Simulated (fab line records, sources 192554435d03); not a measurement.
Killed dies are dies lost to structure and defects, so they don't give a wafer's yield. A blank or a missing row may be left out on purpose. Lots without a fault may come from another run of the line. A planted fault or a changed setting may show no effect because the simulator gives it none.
fab line records | flow n5_finfet
record lots=4 wafers=12 last_day=17
route steps=1938 shown BEOL_M7@1320 BEOL_M8@1332 PASSIVATION@1936
lots that met no fault: from a run of the same line without faults
start_h: hours from the record's first day to the start of the lot's first wafer shown | wait_h: hours since the lot's step before | " the same as in the row above | L1.1+2: a row that stands for several wafers | - no value, or no start given | * or withheld: withheld | < > ~ a bound
route shown NAME@n: a module of which the file shows steps, and the number in the route of the first | usual: mean/standard deviation of fault-free wafers | same: alike in all rows | chamber/n: place in a boat | sites: the reading at each site | _std_site: their standard deviation | _edge_site: outer sites' mean less inner sites' | radius_mm: how far each site lies from the wafer's centre | mask NAME#n: copy n | behind: the tool/chamber that last shaped the wafer | hold: why the lot was held/for how many hours/how that ended | device: the transistor (n, p or np) that didn't switch | end of line: the same wafers' tests at the end of the route | a step without rows: its recipe alone | killed: dies lost to structure and defects at the first sort, not the wafer's yield | map: a wafer's dies, x killed, . not, _ none there
set.NAME: the setting as run; set.NAME@STEP: as run at that earlier step | model.NAME: the simulator's own value behind a step, which no gauge read
lots at some steps of the route; a table a step, a row a wafer
services: from which hour (start_h, from the record's first day; less than 0 if before it) a tool's chamber was out of use, for how many hours, and why
## steps
# step N5_BEOL_M7_ALD_77
# recipe material=TaN target_thk_a=20 temp_c=275 ald_precursor_family=PDMAT ald_co_reactant=NH3 pressure_torr=3 carrier_flow_sccm=1500 pulse_time_s=2 purge_time_s=3 co_reactant_purge_time_s=2 co_reactant_pulse_time_s=3 ald_cycles=40 precursor_vessel_temp_c=75 precursor_vessel_pressure_torr=26.25 precursor_vessel_carrier_sccm=1000
# step N5_BEOL_M7_SURFACE_TREAT_79
# recipe gas=Ar time_s=* ion_energy_ev=* ion_current_ma_cm2=0.5 pressure_mtorr=* ar_flow_sccm=30
# step N5_BEOL_M7_CVD_78
# recipe material=Co target_thk_a=20 temp_c=withheld precursor=CCTBA/H2 pressure_torr=30 time_s=142.3
# step N5_BEOL_M7_SPUTTER_48
# recipe material=Cu target_thk_a=100 temp_c=-20 bias_v=60 power_w=26000 chamber_pressure_pa=0.13 time_s=1.667
# step N5_BEOL_M7_ECD_50
# recipe material=Cu target_thk_a=3000
# step N5_BEOL_M7_ANNEAL_51
# recipe temp_c=225 time_s=90 ambient=N2
# step N5_BEOL_M7_CMP_52
# recipe stop_on=SiCOH_lowk t_overpolish_s=6.9 down_force_psi=1 platen_rpm=50 clearing_platen_down_force_psi=1.5 clearing_platen_rpm=50 post_cmp_clean=cu_alkaline target_thk_nm=80 clearing_platen_pad_velocity_m_s=0.99484 pad_velocity_m_s=0.99484
# step N5_BEOL_M7_PRE_CLEAN_55
# recipe gas=NH3 time_s=15 temp_c=withheld rf_power_w=300
# step N5_BEOL_M7_DEP_56
# recipe material=SiCN target_thk_a=100 temp_c=withheld precursor=3MS/NH3 pressure_torr=3 rf_w=202 time_s=17.5
# step N5_BEOL_M8_ILD_DEP_00
# recipe material=SiCOH_lowk target_thk_a=1797.5 temp_c=300 precursor=DEMS/porogen pressure_torr=5 rf_w=500 time_s=33.4
# usual heater_power_w=339/69 showerhead_plenum_p_Torr=5.741/0.013 susceptor_temp_C=299.99/0.19 throttle_valve_pct=13.8/0.86
# same time_s=33.4
# columns lot.wafer tool chamber start_h wait_h heater_power_w showerhead_plenum_p_Torr since_wet_clean_h susceptor_temp_C throttle_valve_pct model.SiCOH_lowk_of_BEOL_M8_ILD_DEP_00.thk_nm
L612.2 pecvd-04 2 257.72 0.0 248 5.738 389 299.85 13.1 176.2
L612.4 " 2 " " 251 5.733 - 299.95 12.9 180.8
L612.5 " 0 " " 285 5.755 - 300.00 13.4 179.6
L622.1 pecvd-04 2 313.40 0.0 150 5.743 445 281.38 13.0 198
L622.3 " 0 " " 219 5.758 1199 281.35 13.4 197.8
L622.5 " 2 " " 153 5.734 - 281.62 13.5 200.6
L624.1 pecvd-03 0 325.50 0.0 337 5.735 1029 300.02 12.1 178.8
L624.3 " 2 " " 336 5.754 275 300.19 14.1 179.6
L624.5 " 2 " " 350 5.726 - 299.94 14.0 182.4
L623.2 pecvd-04 2 334.53 0.0 165 5.751 466 281.43 13.4 195.2
L623.3 " 1 " " 308 5.752 1945 281.34 14.2 194.4
L623.5 " 1 " " 310 5.741 - 281.22 14.2 199.2
# step N5_BEOL_M8_CURE_74
# recipe temp_c=385 time_s=240 ambient=He/Ar material=SiCOH_lowk
# step N5_BEOL_M8_THK_MEAS_01
# recipe reads=SiCOH_lowk_of_BEOL_M8_ILD_DEP_00
# usual M8_ILD_THK=155.1/2.2
# columns lot.wafer tool chamber start_h wait_h M8_ILD_THK[nm]
L612.2 film_metro-02 - 258.30 0.4 151.8
L612.4 " - " " 155.9
L612.5 " - " " 155.0
L622.1 film_metro-01 - 313.97 0.4 170.9
L622.3 " - " " 170.5
L622.5 " - " " 173.2
L624.1 film_metro-01 - 326.07 0.4 154.2
L624.3 " - " " 154.9
L624.5 " - " " 157.3
L623.2 film_metro-01 - 335.58 0.7 168.4
L623.3 " - " " 167.5
L623.5 " - " " 172.0
# step N5_BEOL_M8_PECVD_70
# recipe material=SiO2 target_thk_a=200 temp_c=400 precursor=TEOS/O2 pressure_torr=5.5 rf_w=450 teos_flow_sccm=53.8 gas=O2 flow_sccm=3000 time_s=22.7
# step N5_BEOL_M8_HM_DEP_02
# recipe material=TiN target_thk_a=200 temp_c=25 chamber_pressure_pa=0.49996
# step N5_BEOL_M8_COAT_59
# recipe resist=SOC temp_c=250 time_s=60 spin_rpm=1500 resist_thk_nm=100
# step N5_BEOL_M8_COAT_60
# recipe resist=SiARC temp_c=220 time_s=60 spin_rpm=1500 resist_thk_nm=35
# step N5_BEOL_M8_COAT_05
# recipe resist=CAR-ArF spin_rpm=1500 resist_thk_nm=90
# step N5_BEOL_M8_EBR_07
# recipe solvent=PGMEA ebr_width_mm=1.5
# step N5_BEOL_M8_SOFTBAKE_06
# recipe temp_c=110 time_s=60 resist=CAR-ArF
# step N5_BEOL_M8_EXPOSE_08
# recipe mask_id=M8 na=1.35 source_shape=dipole sigma_inner=0.817 sigma_outer=0.97 polarization=te dose_mj=68.25
# step N5_BEOL_M8_PEB_09
# recipe peb_temp_c=withheld peb_time_s=60 resist=CAR-ArF
# step N5_BEOL_M8_DEVELOP_10
# recipe develop_time_s=30 developer=TMAH resist=CAR-ArF rinse_liquid=diw dry=air_spin dev_temp_c=23
# step N5_BEOL_M8_DESCUM_16
# recipe chemistry=O2 time_s=7.9 source_power_w=50 bias_power_w=20 pressure_mtorr=20 rf_frequency_hz=2.712e+07 temp_c=40 resist=CAR-ArF o2_flow_sccm=225
# step N5_BEOL_M8_ETCH_61
# recipe chemistry=CF4 target=SiARC target_depth_a=455 mask_material=CAR-ArF time_s=75.8 ion_energy_ev=80 pressure_mtorr=40 source_w=545 bias_w=36 Ar_flow_sccm=100 cf4_flow_sccm=100 ends=cleared
# step N5_BEOL_M8_ETCH_62
# recipe chemistry=N2/H2 target=SOC target_depth_a=1100 overetch_a=220 mask_material=SiARC temp_c=40 time_s=165 ion_energy_ev=200 pressure_mtorr=30 source_w=840 bias_w=150 n2_flow_sccm=200 h2_flow_sccm=200
# step N5_BEOL_M8_STRIP_68
# recipe chemistry=N2/H2 temp_c=40 n2_flow_sccm=200 h2_flow_sccm=200 rf_frequency_hz=6e+07
# step N5_BEOL_M8_STRIP_67
# recipe chemistry=CF4 resist=SiARC power_w=300 bias_power_w=75 pressure_mtorr=50 cf4_flow_sccm=150 rf_frequency_hz=6e+07
# step N5_BEOL_M8_HM_OPEN_17
# recipe chemistry=Cl2/BCl3 target_depth_a=200 overetch_a=60 target=TiN mask_material=SOC ion_energy_ev=150 pressure_mtorr=10 icp_w=1000 bias_w=126 Cl2_flow_sccm=53.25 bcl3_flow_sccm=21.75 Ar_flow_sccm=25
# step N5_BEOL_M8_STRIP_19
# recipe chemistry=O2 power_w=400 temp_c=40 pressure_mtorr=30 rf_frequency_hz=6e+07 bias_power_w=0 overash_fraction=0.2 o2_flow_sccm=225
# step N5_BEOL_M8_COAT_63
# recipe resist=SOC temp_c=250 time_s=60 spin_rpm=1500 resist_thk_nm=60
# step N5_BEOL_M8_COAT_64
# recipe resist=SiARC temp_c=220 time_s=60 spin_rpm=1500 resist_thk_nm=12
# step N5_BEOL_M8_COAT_71
# recipe resist=underlayer temp_c=205 time_s=60 spin_rpm=1500 resist_thk_nm=5
# step N5_BEOL_M8_COAT_22
# recipe resist=CAR-EUV spin_rpm=1500 resist_thk_nm=30
# step N5_BEOL_M8_EBR_24
# recipe solvent=PGMEA ebr_width_mm=1.5
# step N5_BEOL_M8_SOFTBAKE_23
# recipe temp_c=110 time_s=60 resist=CAR-EUV
# step N5_BEOL_M8_CMP_52
# recipe stop_on=SiCOH_lowk t_overpolish_s=6.9 down_force_psi=1 platen_rpm=50 clearing_platen_down_force_psi=1.5 clearing_platen_rpm=50 post_cmp_clean=cu_alkaline target_thk_nm=80 clearing_platen_pad_velocity_m_s=0.99484 pad_velocity_m_s=0.99484
# usual edge_zone_pressure_frac=0.999/0.0045 head_pressure_psi=1.0001/0.0023 motor_current_A=6.0/0.84 pad_life_wafers=1012/550 retaining_ring_pressure_frac=1.000/0.0051
# columns lot.wafer tool chamber start_h wait_h edge_zone_pressure_frac head_pressure_psi motor_current_A pad_life_wafers retaining_ring_pressure_frac model.SiCOH_lowk_of_BEOL_M8_ILD_DEP_00.thk_nm
L612.2 cmp-04 2 266.70 0.3 1.008 1.0023 6.9 1734 1.007 148.8
L612.4 " 0 " " 1.003 1.0026 5.6 1736 1.004 153
L612.5 " 3 " " 0.999 1.0028 5.8 - 1.006 152
L622.1 cmp-01 3 322.32 0.4 0.999 0.9994 5.5 877 0.996 167.8
L622.3 " 1 " " 1.003 1.0004 4.9 879 1.008 167.8
L622.5 " 2 " " 0.996 1.0002 6.8 - 1.003 170.2
L624.1 cmp-01 2 333.75 0.3 0.990 1.0031 6.7 986 0.995 151.2
L624.3 " 3 " " 0.989 0.9982 5.2 987 0.993 152
L624.5 " 1 " " 1.004 0.9971 5.0 - 0.992 154.4
L623.3 cmp-01 2 344.44 0.2 0.998 0.9987 6.4 1074 0.996 164.8
L623.2 " 3 " " 1.000 0.9969 5.3 1075 0.995 165.4
L623.5 " 2 " " 1.005 0.9980 6.6 - 0.999 169
# step N5_PASSIVATION_PROBE_49
# usual defect_limited_yield=91.5/1.4 killed_at_M0_to_M3=33/10 killed_at_M4_up=13/5 killed_at_contacts=13/5.6 killed_at_front_end=38/12 killed_at_other=3.9/2.7 killed_dies=100/16 killed_open=66/13 killed_short=32/7.2 sort_bin_5_function=5.0/0.97 sort_bin_6_memory=3.2/0.61 sort_n_pass=1080/16 sort_yield_pct=91.5/1.4
# same gross_dies=1180 killed_at_back_side=0 sort_bin_4_leakage[%]=0 sort_bin_8_speed[%]=0
# columns lot.wafer tool chamber start_h wait_h defect_limited_yield[%] killed_at_M0_to_M3 killed_at_M4_up killed_at_contacts killed_at_front_end killed_at_other killed_dies killed_open killed_short sort_bin_5_function[%] sort_bin_6_memory[%] sort_n_pass sort_yield_pct[%]
L612.2 prober-02 - 327.17 0.1 92.9 28 12 9 33 2 84 56 28 4.5 2.4 1096 92.9
L612.4 prober-02 - 327.27 0.2 92.5 12 16 18 41 1 88 58 29 4.6 2.7 1092 92.5
L612.5 prober-02 - 327.32 0.2 90.1 39 16 16 42 4 117 77 37 4.8 4.6 1063 90.1
# killed by level:class
L612.2 FIN_SAQP:geometric_particle:open=7 BEOL_M0_SAQP:geometric_particle:open=7 STI_FIN_REVEAL:geometric_particle:open=6 MOL_CONTACT_COAG:geometric_particle:open=6 BEOL_M3:geometric_particle:open=5 BEOL_M4:geometric_particle:open=5 BEOL_M1:geometric_particle:open=4 BEOL_M5:geometric_particle:open=4
L612.4 MOL_CONTACT_COAG:geometric_particle:open=14 STI_FIN_REVEAL:geometric_particle:open=9 BEOL_M5:geometric_particle:open=7 FIN_SAQP:geometric_particle:short=6 BEOL_M1:geometric_particle:open=5 STARTING-WAFER:geometric_particle:open=5 FIN_SAQP:geometric_particle:open=4 GATE_CUT:geometric_particle:short=4
L612.5 MOL_CONTACT_COAG:geometric_particle:open=12 BEOL_M1:geometric_particle:open=11 STI_FIN_REVEAL:geometric_particle:open=8 FIN_SAQP:geometric_particle:short=7 BEOL_M0_SAQP:geometric_particle:short=7 BEOL_M3:geometric_particle:open=7 BEOL_M0_SAQP:geometric_particle:open=6 GATE_CUT:geometric_particle:open=5
## services
# columns tool chamber start_h hours kind
cmp-04 - 257.09 2.7 pm
pecvd-04 1 264.91 2.1 scheduled_down
pecvd-03 - 286.97 14.6 pm
cmp-01 - 292.42 2.4 repair
pecvd-04 0 295.89 2.1 scheduled_down
cmp-04 - 310.86 17.0 pm
cmp-04 - 331.06 4.0 pm
cmp-04 - 335.06 - consumable_replace:conditioner
cmp-04 - 335.06 - consumable_replace:pad
cmp-04 - 335.59 0.7 repair
pecvd-04 - 335.87 1.0 repair
## key
first_sign step=N5_BEOL_M8_ILD_DEP_00 reading=susceptor_temp_C direction=down sigmas=99+ usual=* struck=*
effect step=N5_BEOL_M8_ILD_DEP_00 reading=heater_power_w direction=down sigmas=1.8 usual=* struck=*
effect step=N5_BEOL_M8_THK_MEAS_01 reading=M8_ILD_THK direction=up sigmas=6.9 usual=155.1 struck=170.4
model_effect step=N5_BEOL_M8_ILD_DEP_00 value=SiCOH_lowk_of_BEOL_M8_ILD_DEP_00.thk_nm without=176.5 struck=197.5
model_effect step=N5_BEOL_M8_CMP_52 value=SiCOH_lowk_of_BEOL_M8_ILD_DEP_00.thk_nm without=149.1 struck=167.5
met_at N5_BEOL_M8_ILD_DEP_00
struck_wafers L622.1,L622.3,L622.5,L623.2,L623.3,L623.5
onset_between 257.72 313.40
fault kind=process_parameter_drift tool=pecvd-04 chamber=- onset_h=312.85 steps=N5_BEOL_M8_ILD_DEP_00 channel=temp_c offset=* shape=step end_h=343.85 acts_in=* stated=*
